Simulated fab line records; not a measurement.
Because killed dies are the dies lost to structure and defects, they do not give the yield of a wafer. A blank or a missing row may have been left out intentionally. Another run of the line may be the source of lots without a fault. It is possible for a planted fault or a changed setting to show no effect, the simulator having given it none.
fab line records || flow n5Finfet
record {"lots": 5, "wafers": 15, "lastDay": 16}
route steps=1938 shown SDB@353 BEOL_M4@1111
lots that met no fault: taken from a fault-free run of the same line
startH: hours from the record's opening day to when the first of the lot's shown wafers began || waitH: how many hours have passed since the lot's step before this one || " the same as in the row above || L1.1+2: a row that stands for several wafers || - either no value or no given start || * or withheld: withheld || < > ~ a bound
route shown NAME@n: NAME is a module with steps in the file, n the number in the route of the first one || usual: the fault-free wafers' mean and standard deviation || same: alike in all rows || chamber/n: place in a boat || sites: the reading at each site || _std_site: the values' standard deviation || _edge_site: inner sites' mean taken away from outer sites' mean || radiusMm: how far each site lies from the wafer's centre || mask NAME#n: copy n || behind: the most recent tool/chamber to have shaped the wafer || hold: the reason the lot was held/the length of the hold in hours/how it ended || device: the transistor (n, p or np) that didn't switch || end of line: at the end of the route, the tests of the same wafers || where a step has no rows: the recipe by itself || killed: at the first sort, the dies lost to defects and structure; wafer yield is something else || map: a wafer's dies, marking killed ones x, the rest . and places with no die _
set.NAME: the setting that was run; set.NAME@STEP: the one run at that earlier step || model.NAME: the simulator's own value behind a step, which no gauge read
lots at selected steps of the route; one table per step, one row per wafer
services: when a tool's chamber went out of use (startH, in hours from the record's first day, below 0 if earlier), for how many hours, and the reason
## steps
# step N5_SDB_EXPOSE_08
# recipe {"maskId": "SDB", "na": 1.35, "sourceShape": "conventional", "sigmaOuter": 0.5, "polarization": "unpolarized", "doseMj": 49.6}
# step N5_SDB_PEB_09
# recipe {"pebTempC": "withheld", "pebTimeS": 60, "resist": "CAR-ArF"}
# step N5_SDB_DEVELOP_10
# recipe {"developTimeS": 30, "developer": "TMAH", "resist": "CAR-ArF", "rinseLiquid": "diw", "dry": "airSpin", "devTempC": 23}
# step N5_SDB_DESCUM_16
# recipe {"chemistry": "O2", "timeS": 7.9, "sourcePowerW": 50, "biasPowerW": 20, "pressureMtorr": 20, "rfFrequencyHz": 2.712e+07, "tempC": 40, "resist": "CAR-ArF", "o2FlowSccm": 225}
# step N5_SDB_ETCH_17
# recipe {"chemistry": "CF4", "target": "SiARC", "targetDepthA": 234, "maskMaterial": "CAR-ArF", "timeS": 39, "ionEnergyEv": 80, "pressureMtorr": 40, "sourceW": 545, "biasW": 36, "Ar_flow_sccm": 100, "cf4FlowSccm": 100, "ends": "cleared"}
# step N5_SDB_ETCH_18
# recipe {"chemistry": "N2/H2", "target": "SOC", "targetDepthA": 1000, "overetchA": 200, "maskMaterial": "SiARC", "tempC": 40, "timeS": 150, "ionEnergyEv": 200, "pressureMtorr": 30, "sourceW": 840, "biasW": 150, "n2FlowSccm": 200, "h2FlowSccm": 200}
# step N5_SDB_STRIP_19
# recipe {"chemistry": "N2/H2", "tempC": 40, "n2FlowSccm": 200, "h2FlowSccm": 200, "rfFrequencyHz": 6e+07}
# step N5_SDB_STRIP_21
# recipe {"chemistry": "CF4", "resist": "SiARC", "powerW": 300, "biasPowerW": 75, "pressureMtorr": 50, "cf4FlowSccm": 150, "rfFrequencyHz": 6e+07}
# step N5_SDB_HM_OPEN_20
# recipe {"chemistry": "CH3F/O2", "target": "SiNx", "maskMaterial": "SOC", "targetDepthA": 240, "stopOn": "poly-Si", "overEtchFrac": 0.4, "ionEnergyEv": 120, "pressureMtorr": 30, "sourceW": 395, "biasW": 73, "Ar_flow_sccm": 150, "CH3F_flow_sccm": 30, "O2_flow_sccm": 20}
# step N5_SDB_STRIP_22
# recipe {"chemistry": "N2/H2", "powerW": 1000, "tempC": 250, "h2Frac": 0.65, "overashFraction": 0.3, "pressureMtorr": "withheld", "n2FlowSccm": 1750, "h2FlowSccm": 3250}
# usual {"drypumpMotorCurrentA": "5.35/0.22", "h2FlowSccm": "3251/8.8", "heaterPowerW": "350/14", "n2FlowSccm": "1750/4.6", "oesProductAu": "0.715/0.0042", "stripTimeToEndpointS": "96.4/0.31"}
# same {"overashFraction": 0.3}
{"lot.wafer": "L104.1", "tool": "plasmaAsher-02", "chamber": 0, "startH": 84.87, "waitH": 0.1, "drypumpMotorCurrentA": 5.20, "h2FlowSccm": 3267, "heaterPowerW": 345, "n2FlowSccm": 1749, "oesProductAu": 0.714, "rfHoursCounterH": 35, "stripTimeToEndpointS": 96.1}
{"lot.wafer": "L104.4", "tool": "plasmaAsher-02", "chamber": 1, "startH": 84.87, "waitH": 0.1, "drypumpMotorCurrentA": 5.53, "h2FlowSccm": 3231, "heaterPowerW": 361, "n2FlowSccm": 1754, "oesProductAu": 0.714, "rfHoursCounterH": "-", "stripTimeToEndpointS": 96.5}
{"lot.wafer": "L104.5", "tool": "plasmaAsher-02", "chamber": 1, "startH": 84.87, "waitH": 0.1, "drypumpMotorCurrentA": 5.53, "h2FlowSccm": 3248, "heaterPowerW": 349, "n2FlowSccm": 1759, "oesProductAu": 0.714, "rfHoursCounterH": "-", "stripTimeToEndpointS": 96.4}
{"lot.wafer": "L111.3", "tool": "plasmaAsher-02", "chamber": 1, "startH": 128.22, "waitH": 0.1, "drypumpMotorCurrentA": 5.49, "h2FlowSccm": 3260, "heaterPowerW": 366, "n2FlowSccm": 1743, "oesProductAu": 0.719, "rfHoursCounterH": "-", "stripTimeToEndpointS": 96.6}
{"lot.wafer": "L111.4", "tool": "plasmaAsher-02", "chamber": 0, "startH": 128.22, "waitH": 0.1, "drypumpMotorCurrentA": 5.22, "h2FlowSccm": 3242, "heaterPowerW": 336, "n2FlowSccm": 1752, "oesProductAu": 0.704, "rfHoursCounterH": "-", "stripTimeToEndpointS": 98.4}
{"lot.wafer": "L111.6", "tool": "plasmaAsher-02", "chamber": 0, "startH": 128.22, "waitH": 0.1, "drypumpMotorCurrentA": 5.24, "h2FlowSccm": 3253, "heaterPowerW": 335, "n2FlowSccm": 1746, "oesProductAu": 0.705, "rfHoursCounterH": "-", "stripTimeToEndpointS": 98.3}
{"lot.wafer": "L112.3", "tool": "plasmaAsher-02", "chamber": 0, "startH": 139.33, "waitH": 0.1, "drypumpMotorCurrentA": 5.22, "h2FlowSccm": 3256, "heaterPowerW": 343, "n2FlowSccm": 1746, "oesProductAu": 0.709, "rfHoursCounterH": "-", "stripTimeToEndpointS": 97.9}
{"lot.wafer": "L112.4", "tool": "plasmaAsher-02", "chamber": 1, "startH": 139.33, "waitH": 0.1, "drypumpMotorCurrentA": 5.49, "h2FlowSccm": 3266, "heaterPowerW": 367, "n2FlowSccm": 1753, "oesProductAu": 0.719, "rfHoursCounterH": "-", "stripTimeToEndpointS": 96.0}
{"lot.wafer": "L112.5", "tool": "plasmaAsher-02", "chamber": 1, "startH": 139.33, "waitH": 0.1, "drypumpMotorCurrentA": 5.50, "h2FlowSccm": 3254, "heaterPowerW": 355, "n2FlowSccm": 1751, "oesProductAu": 0.711, "rfHoursCounterH": "-", "stripTimeToEndpointS": 95.8}
{"lot.wafer": "L113.2", "tool": "plasmaAsher-02", "chamber": 1, "startH": 142.53, "waitH": 0.1, "drypumpMotorCurrentA": 5.53, "h2FlowSccm": 3231, "heaterPowerW": 359, "n2FlowSccm": 1748, "oesProductAu": 0.706, "rfHoursCounterH": 47, "stripTimeToEndpointS": 96.6}
{"lot.wafer": "L113.3", "tool": "plasmaAsher-02", "chamber": 1, "startH": 142.53, "waitH": 0.1, "drypumpMotorCurrentA": 5.51, "h2FlowSccm": 3244, "heaterPowerW": 355, "n2FlowSccm": 1750, "oesProductAu": 0.714, "rfHoursCounterH": "-", "stripTimeToEndpointS": 96.5}
{"lot.wafer": "L113.6", "tool": "plasmaAsher-02", "chamber": 0, "startH": 142.53, "waitH": 0.1, "drypumpMotorCurrentA": 5.20, "h2FlowSccm": 3265, "heaterPowerW": 343, "n2FlowSccm": 1748, "oesProductAu": 0.708, "rfHoursCounterH": "-", "stripTimeToEndpointS": 98.6}
{"lot.wafer": "L116.3", "tool": "plasmaAsher-01", "chamber": 0, "startH": 156.17, "waitH": 0.1, "drypumpMotorCurrentA": 5.00, "h2FlowSccm": 3244, "heaterPowerW": 331, "n2FlowSccm": 1753, "oesProductAu": 0.718, "rfHoursCounterH": "-", "stripTimeToEndpointS": 95.6}
{"lot.wafer": "L116.4", "tool": "plasmaAsher-01", "chamber": 1, "startH": 156.17, "waitH": 0.1, "drypumpMotorCurrentA": 5.63, "h2FlowSccm": 3235, "heaterPowerW": 361, "n2FlowSccm": 1753, "oesProductAu": 0.720, "rfHoursCounterH": "-", "stripTimeToEndpointS": 95.9}
{"lot.wafer": "L116.6", "tool": "plasmaAsher-01", "chamber": 1, "startH": 156.17, "waitH": 0.1, "drypumpMotorCurrentA": 5.65, "h2FlowSccm": 3251, "heaterPowerW": 365, "n2FlowSccm": 1753, "oesProductAu": 0.710, "rfHoursCounterH": "-", "stripTimeToEndpointS": 95.9}
# step N5_SDB_PRECLEAN_23
# recipe {"chemistry": "dHF", "timeS": 30, "tempC": 25, "dilution": "withheld"}
# step N5_BEOL_M4_RC_MEAS_101
# usual {"DIBL_N": "35.9/1.3", "DIBL_P": "35.9/1.5", "IOFF_N": "0.152/0.023", "IOFF_P": "0.204/0.027", "ION_N": "673/9.2", "ION_P": "462/6.7", "SS_N": "71.4/0.48", "SS_P": "73.2/0.55", "VT_N": "250.3/2.6", "VT_P": "-250.6/3"}
{"lot.wafer": "L104.1", "tool": "prober-02", "chamber": 0, "startH": 210.24, "waitH": 0.0, "DIBL_N[mV/V]": 35.9, "DIBL_P[mV/V]": 36.7, "IOFF_N[nA/um]": 0.157, "IOFF_P[nA/um]": 0.184, "ION_N[uA/um]": 676, "ION_P[uA/um]": 454, "SS_N[mV/dec]": 70.9, "SS_P[mV/dec]": 73.6, "VT_N[mV]": 250.0, "VT_P[mV]": -255.3}
{"lot.wafer": "L104.4", "tool": "prober-02", "chamber": 0, "startH": 210.24, "waitH": 0.0, "DIBL_N[mV/V]": 35.6, "DIBL_P[mV/V]": 36.1, "IOFF_N[nA/um]": 0.153, "IOFF_P[nA/um]": 0.183, "ION_N[uA/um]": 677, "ION_P[uA/um]": 455, "SS_N[mV/dec]": 71.4, "SS_P[mV/dec]": 73.0, "VT_N[mV]": 249.8, "VT_P[mV]": -253.7}
{"lot.wafer": "L104.5", "tool": "prober-02", "chamber": 0, "startH": 210.24, "waitH": 0.0, "DIBL_N[mV/V]": 34.1, "DIBL_P[mV/V]": 34.7, "IOFF_N[nA/um]": 0.131, "IOFF_P[nA/um]": 0.165, "ION_N[uA/um]": 657, "ION_P[uA/um]": 451, "SS_N[mV/dec]": 70.7, "SS_P[mV/dec]": 73.4, "VT_N[mV]": 253.1, "VT_P[mV]": -255.4}
{"lot.wafer": "L111.3", "tool": "prober-02", "chamber": 0, "startH": 248.27, "waitH": 0.6, "DIBL_N[mV/V]": 37.8, "DIBL_P[mV/V]": 37.5, "IOFF_N[nA/um]": 0.194, "IOFF_P[nA/um]": 0.215, "ION_N[uA/um]": 682, "ION_P[uA/um]": 459, "SS_N[mV/dec]": 71.8, "SS_P[mV/dec]": 73.4, "VT_N[mV]": 248.2, "VT_P[mV]": -251.7}
{"lot.wafer": "L111.4", "tool": "prober-02", "chamber": 0, "startH": 248.27, "waitH": 0.6, "DIBL_N[mV/V]": 36.9, "DIBL_P[mV/V]": 36.7, "IOFF_N[nA/um]": 0.181, "IOFF_P[nA/um]": 0.212, "ION_N[uA/um]": 683, "ION_P[uA/um]": 466, "SS_N[mV/dec]": 71.5, "SS_P[mV/dec]": 73.0, "VT_N[mV]": 246.0, "VT_P[mV]": -252.6}
{"lot.wafer": "L111.6", "tool": "prober-02", "chamber": 0, "startH": 248.27, "waitH": 0.6, "DIBL_N[mV/V]": 38.6, "DIBL_P[mV/V]": 38.7, "IOFF_N[nA/um]": 0.214, "IOFF_P[nA/um]": 0.243, "ION_N[uA/um]": 680, "ION_P[uA/um]": 460, "SS_N[mV/dec]": 71.8, "SS_P[mV/dec]": 73.5, "VT_N[mV]": 245.5, "VT_P[mV]": -249.2}
{"lot.wafer": "L113.2", "tool": "prober-01", "chamber": 0, "startH": 249.32, "waitH": 0.2, "DIBL_N[mV/V]": 33.1, "DIBL_P[mV/V]": 32.3, "IOFF_N[nA/um]": 0.133, "IOFF_P[nA/um]": 0.194, "ION_N[uA/um]": 660, "ION_P[uA/um]": 466, "SS_N[mV/dec]": 71.9, "SS_P[mV/dec]": 73.0, "VT_N[mV]": 252.7, "VT_P[mV]": -250.9}
{"lot.wafer": "L113.3", "tool": "prober-01", "chamber": 0, "startH": 249.32, "waitH": 0.2, "DIBL_N[mV/V]": 34.5, "DIBL_P[mV/V]": 33.5, "IOFF_N[nA/um]": 0.151, "IOFF_P[nA/um]": 0.209, "ION_N[uA/um]": 674, "ION_P[uA/um]": 466, "SS_N[mV/dec]": 71.0, "SS_P[mV/dec]": 74.4, "VT_N[mV]": 249.7, "VT_P[mV]": -248.4}
{"lot.wafer": "L113.6", "tool": "prober-01", "chamber": 0, "startH": 249.32, "waitH": 0.2, "DIBL_N[mV/V]": 33.1, "DIBL_P[mV/V]": 31.6, "IOFF_N[nA/um]": 0.129, "IOFF_P[nA/um]": 0.186, "ION_N[uA/um]": 667, "ION_P[uA/um]": 460, "SS_N[mV/dec]": 70.5, "SS_P[mV/dec]": 73.0, "VT_N[mV]": 251.7, "VT_P[mV]": -251.0}
{"lot.wafer": "L112.3", "tool": "prober-01", "chamber": 0, "startH": 266.58, "waitH": 0.3, "DIBL_N[mV/V]": 34.2, "DIBL_P[mV/V]": 35.6, "IOFF_N[nA/um]": 0.142, "IOFF_P[nA/um]": 0.205, "ION_N[uA/um]": 672, "ION_P[uA/um]": 459, "SS_N[mV/dec]": 71.3, "SS_P[mV/dec]": 72.9, "VT_N[mV]": 250.4, "VT_P[mV]": -249.3}
{"lot.wafer": "L112.4", "tool": "prober-01", "chamber": 0, "startH": 266.58, "waitH": 0.3, "DIBL_N[mV/V]": 35.0, "DIBL_P[mV/V]": 36.1, "IOFF_N[nA/um]": 0.152, "IOFF_P[nA/um]": 0.216, "ION_N[uA/um]": 673, "ION_P[uA/um]": 467, "SS_N[mV/dec]": 71.4, "SS_P[mV/dec]": 73.4, "VT_N[mV]": 247.4, "VT_P[mV]": -249.7}
{"lot.wafer": "L112.5", "tool": "prober-01", "chamber": 0, "startH": 266.58, "waitH": 0.3, "DIBL_N[mV/V]": 33.9, "DIBL_P[mV/V]": 35.4, "IOFF_N[nA/um]": 0.142, "IOFF_P[nA/um]": 0.196, "ION_N[uA/um]": 677, "ION_P[uA/um]": 463, "SS_N[mV/dec]": 71.2, "SS_P[mV/dec]": 72.7, "VT_N[mV]": 251.2, "VT_P[mV]": -248.4}
{"lot.wafer": "L116.3", "tool": "prober-02", "chamber": 0, "startH": 278.40, "waitH": 0.3, "DIBL_N[mV/V]": 36.0, "DIBL_P[mV/V]": 33.2, "IOFF_N[nA/um]": 0.112, "IOFF_P[nA/um]": 0.145, "ION_N[uA/um]": 662, "ION_P[uA/um]": 450, "SS_N[mV/dec]": 71.1, "SS_P[mV/dec]": 72.5, "VT_N[mV]": 253.4, "VT_P[mV]": -256.7}
{"lot.wafer": "L116.4", "tool": "prober-02", "chamber": 0, "startH": 278.40, "waitH": 0.3, "DIBL_N[mV/V]": 37.0, "DIBL_P[mV/V]": 34.8, "IOFF_N[nA/um]": 0.124, "IOFF_P[nA/um]": 0.166, "ION_N[uA/um]": 653, "ION_P[uA/um]": 452, "SS_N[mV/dec]": 71.4, "SS_P[mV/dec]": 73.6, "VT_N[mV]": 254.0, "VT_P[mV]": -252.9}
{"lot.wafer": "L116.6", "tool": "prober-02", "chamber": 0, "startH": 278.40, "waitH": 0.3, "DIBL_N[mV/V]": 38.0, "DIBL_P[mV/V]": 35.9, "IOFF_N[nA/um]": 0.144, "IOFF_P[nA/um]": 0.185, "ION_N[uA/um]": 665, "ION_P[uA/um]": 457, "SS_N[mV/dec]": 71.1, "SS_P[mV/dec]": 72.6, "VT_N[mV]": 250.3, "VT_P[mV]": -252.9}
## services
{"tool": "plasmaAsher-01", "chamber": "-", "startH": 66.22, "hours": 1.2, "kind": "repair"}
## key
firstSign {"step": "N5_SDB_STRIP_22", "reading": "stripTimeToEndpointS", "direction": "up", "sigmas": 6.2, "usual": "*", "struck": "*"}
effect {"step": "N5_SDB_STRIP_22", "reading": "oesProductAu", "direction": "down", "sigmas": 2, "usual": 0.715, "struck": 0.706}
metAt N5_SDB_STRIP_22
struckWafers L111.4,L111.6,L112.3,L113.6
onsetBetween 84.87 128.22
fault {"kind": "processParameterDrift", "tool": "plasmaAsher-02", "chamber": 0, "onsetH": 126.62, "steps": "N5_SDB_STRIP_22", "channel": "powerW", "offset": "*", "shape": "step", "endH": 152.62, "actsIn": "*", "stated": "*"}
